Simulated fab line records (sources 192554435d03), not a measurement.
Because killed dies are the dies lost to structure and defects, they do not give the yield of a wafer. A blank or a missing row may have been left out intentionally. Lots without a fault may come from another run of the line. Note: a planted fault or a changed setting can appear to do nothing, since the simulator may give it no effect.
Matching of chambers :: flow n5Finfet :: rieDiel-01 running N5_BEOL_M11_STRIP_19: 4 sister chambers
The step strips in O2. 4 wafers are shown with their chamber, then 12 later ones without.

## WAFERS PAIRED WITH THEIR CHAMBERS
wafer: L083.3
chamber: 2
throttleValvePct (%): 16.90

wafer: L086.4
chamber: 0
throttleValvePct (%): 16.73

wafer: L088.2
chamber: 1
throttleValvePct (%): 16.19

wafer: L088.5
chamber: 3
throttleValvePct (%): 16.68

## WAFERS WITHOUT THEIR CHAMBER
wafer: L087.1
throttleValvePct (%): 16.94

wafer: L087.5
throttleValvePct (%): 16.67

wafer: L087.6
throttleValvePct (%): 16.71

wafer: L089.2
throttleValvePct (%): 16.73

wafer: L089.5
throttleValvePct (%): 16.19

wafer: L089.6
throttleValvePct (%): 16.92

wafer: L094.3
throttleValvePct (%): 16.75

wafer: L094.4
throttleValvePct (%): 16.70

wafer: L094.5
throttleValvePct (%): 16.72

wafer: L096.1
throttleValvePct (%): 16.95

wafer: L096.2
throttleValvePct (%): 16.22

wafer: L096.5
throttleValvePct (%): 16.72

## WHICH CHAMBER EACH ONE RAN IN
wafer: L087.1
from the rows above: 2
in truth: 2

wafer: L087.5
from the rows above: 3
in truth: 3

wafer: L087.6
from the rows above: can't be placed: 0 or 3
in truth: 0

wafer: L089.2
from the rows above: 0
in truth: 0

wafer: L089.5
from the rows above: 1
in truth: 1

wafer: L089.6
from the rows above: 2
in truth: 2

wafer: L094.3
from the rows above: 0
in truth: 0

wafer: L094.4
from the rows above: can't be placed: 3 or 0
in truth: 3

wafer: L094.5
from the rows above: can't be placed: 0 or 3
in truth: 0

wafer: L096.1
from the rows above: 2
in truth: 2

wafer: L096.2
from the rows above: 1
in truth: 1

wafer: L096.5
from the rows above: can't be placed: 0 or 3
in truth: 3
Placed correctly: 8 of 12. Can't be placed from these rows: 4 (the true chamber is among the candidates in 4). 0 placed wrongly.
How it was worked out, from the rows above alone: a wafer's distance from a chamber is the root of the sum, over the readings, of the square of ((its reading less the chamber's mean) divided by the reading's scatter). If the next closest chamber is less than 2 further off than the closest, the wafer can't be placed; otherwise it belongs to the closest. For every chamber, the mean is computed from those of its wafers that are shown. The scatter: root of mean squared gap, hidden wafer to nearest shown wafer, with one shown wafer a chamber.
